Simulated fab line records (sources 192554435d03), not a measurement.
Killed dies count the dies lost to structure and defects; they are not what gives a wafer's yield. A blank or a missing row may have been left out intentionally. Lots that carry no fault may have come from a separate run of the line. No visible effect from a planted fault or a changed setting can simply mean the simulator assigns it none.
Matching of chambers + flow n5 finfet + N5_BEOL_M0_ALD_136 on ald metal-01 has 4 sister chambers
The step deposits TaN, pulse time 2 s, purge time 3 s, co reactant purge time 2 s. 16 wafers are shown with their chamber, then 8 later ones without.

WAFERS, EACH WITH ITS CHAMBER
| wafer  | chamber | heater power w (W) |
|--------|---------|--------------------|
| L074.2 | 1       | 412                |
| L074.3 | 3       | 456                |
| L074.5 | 1       | 397                |
| L075.3 | 3       | 454                |
| L075.5 | 3       | 461                |
| L075.6 | 2       | 426                |
| L076.2 | 2       | 419                |
| L076.4 | 1       | 402                |
| L076.5 | 0       | 406                |
| L080.1 | 3       | 450                |
| L080.3 | 1       | 405                |
| L080.4 | 2       | 439                |
| L082.1 | 1       | 408                |
| L082.3 | 2       | 418                |
| L082.4 | 0       | 403                |
| L083.1 | 3       | 446                |

SIGNATURES (means of the wafers above)
| reading        | chamber 0 | chamber 1 | chamber 2 | chamber 3 | scatter within a chamber |
|----------------|-----------|-----------|-----------|-----------|--------------------------|
| heater power w | 404.50    | 404.80    | 425.50    | 453.40    | 6.75                     |
Rule: for each reading, subtract the chamber's mean from the wafer's reading, divide by that reading's scatter and square the result; add these up over the readings and take the root, which gives the wafer's distance from the chamber. The wafer belongs to the nearest chamber; if the next one is less than 2 further off, it can't be placed. The scatter: the root of (the sum of the squares of (reading less its chamber's mean) over the shown wafers, divided by (wafers less chambers)).

WAFERS WITH NO CHAMBER GIVEN
| wafer  | heater power w (W) |
|--------|--------------------|
| L083.3 | 403                |
| L083.6 | 451                |
| L085.3 | 402                |
| L085.4 | 456                |
| L085.6 | 423                |
| L091.1 | 436                |
| L091.2 | 457                |
| L091.4 | 410                |

WHICH CHAMBER EACH WENT THROUGH
| wafer  | from the rows above          | in truth |
|--------|------------------------------|----------|
| L083.3 | can't be placed: 0 or 1      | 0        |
| L083.6 | 3                            | 3        |
| L085.3 | can't be placed: 0 or 1      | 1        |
| L085.4 | 3                            | 3        |
| L085.6 | 2                            | 2        |
| L091.1 | can't be placed: 2 or 3      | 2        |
| L091.2 | 3                            | 3        |
| L091.4 | can't be placed: 1 or 0 or 2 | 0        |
Placed correctly: 4 of 8. Can't be placed from these rows: 4 (the true chamber is among the candidates in 4). 0 placed wrongly.
